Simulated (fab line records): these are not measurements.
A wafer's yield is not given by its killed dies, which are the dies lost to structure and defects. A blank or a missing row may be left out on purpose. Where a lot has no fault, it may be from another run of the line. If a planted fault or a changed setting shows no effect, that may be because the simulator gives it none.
Which tool was responsible? | flow n5_finfet | 72 wafers from 24 lots sampled at 3 of the route's 1938 steps

== WHAT THE GAUGES READ, wafer by wafer ==
N5_START_INSPECT_01: inspects for defects (unpatterned scan).
lot  | measured    | on                | raw_defect_count
L074 | day 1 12:02 | defect_inspect-02 | 7 9 8
L075 | day 1 18:02 | defect_inspect-02 | 7 8 4
L076 | day 2 00:02 | defect_inspect-02 | 3 7 7
L077 | day 2 06:02 | defect_inspect-01 | 9 8 3
L078 | day 2 12:02 | defect_inspect-01 | 6 9 5
L079 | day 2 18:02 | defect_inspect-02 | 5 4 2
L080 | day 3 00:02 | defect_inspect-01 | 7 4 7
L081 | day 3 06:02 | defect_inspect-01 | 4 9 6
L082 | day 3 12:02 | defect_inspect-02 | 4 4 6
L083 | day 3 18:02 | defect_inspect-01 | 3 9 8
L084 | day 4 00:02 | defect_inspect-01 | 8 7 3
L085 | day 4 06:02 | defect_inspect-01 | 11 5 6
L086 | day 4 12:02 | defect_inspect-02 | 8 5 7
L087 | day 4 18:02 | defect_inspect-02 | 7 7 6
L088 | day 5 00:02 | defect_inspect-02 | 6 3 7
L089 | day 5 06:02 | defect_inspect-02 | 8 4 12
L090 | day 5 12:02 | defect_inspect-02 | 11 8 6
L091 | day 5 18:02 | defect_inspect-02 | 3 9 10
L092 | day 6 00:02 | defect_inspect-02 | 4 2 8
L093 | day 6 06:02 | defect_inspect-01 | 7 7 5
L094 | day 6 12:02 | defect_inspect-01 | 4 2 5
L095 | day 6 18:02 | defect_inspect-01 | 5 7 5
L096 | day 7 00:02 | defect_inspect-01 | 4 7 9
L097 | day 7 06:02 | defect_inspect-02 | 1 8 2

N5_WELL_APT_CD_MEAS_08: the cd target is 200 nm.
lot  | measured    | on        | cd_nm (nm)
L074 | day 1 13:52 | cd_sem-01 | 199.8 201.1 198.4
L075 | day 1 19:52 | cd_sem-02 | 199.2 199.1 200.7
L076 | day 2 02:08 | cd_sem-02 | 203.7 203.5 203.0
L077 | day 2 07:41 | cd_sem-02 | 200.3 199.0 201.7
L078 | day 2 13:49 | cd_sem-02 | 206.2 202.6 200.3
L079 | day 2 19:49 | cd_sem-03 | 204.3 201.0 207.0
L080 | day 3 01:41 | cd_sem-01 | 202.2 202.7 200.2
L081 | day 3 07:34 | cd_sem-01 | 204.0 202.0 199.5
L082 | day 3 13:49 | cd_sem-02 | 202.1 200.6 200.5
L083 | day 3 19:41 | cd_sem-03 | 203.7 199.5 204.9
L084 | day 4 01:41 | cd_sem-02 | 203.8 198.0 199.8
L085 | day 4 08:07 | cd_sem-01 | 198.9 201.9 199.4
L086 | day 4 13:41 | cd_sem-01 | 199.8 198.8 201.9
L087 | day 4 20:15 | cd_sem-03 | 197.6 203.1 197.6
L088 | day 5 02:02 | cd_sem-01 | 198.0 198.0 200.7
L089 | day 5 07:41 | cd_sem-02 | 202.3 200.1 203.5
L090 | day 5 14:19 | cd_sem-03 | 204.3 203.0 199.4
L091 | day 5 19:56 | cd_sem-01 | 202.1 197.9 200.3
L092 | day 6 01:41 | cd_sem-03 | 200.6 199.0 201.8
L093 | day 6 07:46 | cd_sem-01 | 203.1 199.2 203.8
L094 | day 6 13:41 | cd_sem-01 | 202.5 206.7 202.5
L095 | day 6 19:41 | cd_sem-03 | 198.8 202.2 198.6
L096 | day 7 01:49 | cd_sem-01 | 202.5 201.4 205.2
L097 | day 7 07:56 | cd_sem-02 | 197.4 198.7 197.7

N5_WELL_APT_INSPECT_27: inspects for defects (macro).
lot  | measured    | on                | raw_defect_count
L074 | day 1 15:16 | defect_inspect-01 | 1 0 3
L075 | day 1 21:11 | defect_inspect-02 | 3 3 1
L076 | day 2 03:22 | defect_inspect-01 | 2 2 1
L077 | day 2 09:14 | defect_inspect-02 | 1 2 1
L078 | day 2 15:08 | defect_inspect-01 | 5 3 2
L079 | day 2 21:08 | defect_inspect-02 | 1 2 2
L080 | day 3 02:56 | defect_inspect-02 | 1 2 2
L081 | day 3 08:53 | defect_inspect-02 | 2 5 3
L082 | day 3 15:07 | defect_inspect-01 | 3 1 3
L083 | day 3 20:59 | defect_inspect-02 | 2 0 1
L084 | day 4 03:14 | defect_inspect-02 | 2 0 1
L085 | day 4 09:53 | defect_inspect-02 | 2 2 0
L086 | day 4 14:58 | defect_inspect-02 | 2 3 2
L087 | day 4 21:35 | defect_inspect-01 | 2 1 5
L088 | day 5 03:21 | defect_inspect-01 | 3 1 2
L089 | day 5 08:59 | defect_inspect-01 | 1 3 4
L090 | day 5 15:29 | defect_inspect-02 | 2 3 0
L091 | day 5 21:08 | defect_inspect-02 | 4 0 2
L092 | day 6 03:07 | defect_inspect-01 | 1 1 1
L093 | day 6 08:58 | defect_inspect-02 | 0 2 1
L094 | day 6 14:59 | defect_inspect-02 | 3 2 5
L095 | day 6 21:14 | defect_inspect-01 | 5 1 1
L096 | day 7 02:59 | defect_inspect-01 | 3 5 2
L097 | day 7 09:08 | defect_inspect-02 | 5 4 3

== WHICH TOOL RAN EACH LOT (tool, then ch and the chambers of the sampled wafers, then the start) ==
The record holds no process step before these readings.

== WHAT THE TOOLS THEMSELVES READ (means of the sampled wafers that have a number; where no wafer has one, the mark that the record gives instead) ==
The record holds no such reading with a usual standard deviation.

== THE ANSWER, worked out from the rows above alone ==
Rule: the lots themselves supply what counts as usual. Put in order of their means at a reading, lots are off if they are a third of the lots or fewer, leave a main group of 4 or more, and stand apart from it by a gap of 3 or more times the standard deviation of the main group's means; of several such gaps the widest counts. If all means in a main group match to the digits the tables above print for the reading, that group is not used. A lot without any number at a reading at which 4 lots or more have one is off too. Any other lot the step has rows for is counted as sound. First the gauges in route order, then the tools' own readings, where a lot's mean is used as printed above. At the first step where some lot is off, the reading lying furthest off is the one used; lots without a number count as furthest.
Across all readings shown, no lot is off: no conclusion can be drawn from this.

== WHAT WAS PUT IN BY THE SIMULATOR ==
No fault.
